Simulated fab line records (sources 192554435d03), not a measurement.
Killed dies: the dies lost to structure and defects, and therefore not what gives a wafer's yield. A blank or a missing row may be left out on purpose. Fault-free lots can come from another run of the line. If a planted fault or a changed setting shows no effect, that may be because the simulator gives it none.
Chamber matching :: flow n5-finfet :: 4 sister chambers for N5_PMOS_HMC_CHANNEL_EPI_DESCUM_14 on rie-diel-04
The step chemistry O2, time 7.9 s. 4 wafers are shown with their chamber, then 9 later ones without.

## WAFERS, EACH WITH ITS CHAMBER
wafer: L087.1
chamber: 3
throttle-valve-pct (%): 19.91

wafer: L093.2
chamber: 2
throttle-valve-pct (%): 20.33

wafer: L093.5
chamber: 1
throttle-valve-pct (%): 20.41

wafer: L093.6
chamber: 0
throttle-valve-pct (%): 20.46

## WAFERS WITHOUT THEIR CHAMBER
wafer: L094.2
throttle-valve-pct (%): 20.35

wafer: L094.3
throttle-valve-pct (%): 19.93

wafer: L094.4
throttle-valve-pct (%): 20.41

wafer: L096.1
throttle-valve-pct (%): 20.40

wafer: L096.2
throttle-valve-pct (%): 19.92

wafer: L096.3
throttle-valve-pct (%): 20.33

wafer: L096.4
throttle-valve-pct (%): 20.49

wafer: L096.5
throttle-valve-pct (%): 19.92

wafer: L096.6
throttle-valve-pct (%): 20.46

## CHAMBER TAKEN BY EACH
wafer: L094.2
from the rows above: 2
in truth: 2

wafer: L094.3
from the rows above: 3
in truth: 3

wafer: L094.4
from the rows above: 1
in truth: 1

wafer: L096.1
from the rows above: 1
in truth: 1

wafer: L096.2
from the rows above: 3
in truth: 3

wafer: L096.3
from the rows above: 2
in truth: 2

wafer: L096.4
from the rows above: 0
in truth: 0

wafer: L096.5
from the rows above: 3
in truth: 3

wafer: L096.6
from the rows above: 0
in truth: 0
Placed correctly: 9 of 9. Can't be placed from these rows: 0. 0 placed wrongly.
How it was worked out, from the rows above alone: a wafer's distance from a chamber is the root of the sum, over the readings, of the square of ((its reading less the chamber's mean) divided by the reading's scatter). If the next closest chamber is less than 2 further off than the closest, the wafer can't be placed; otherwise it belongs to the closest. For every chamber, the mean is computed from those of its wafers that are shown. The scatter (one wafer shown for each chamber): square how far every hidden wafer sits from the nearest shown wafer, average those squares and take the square root.
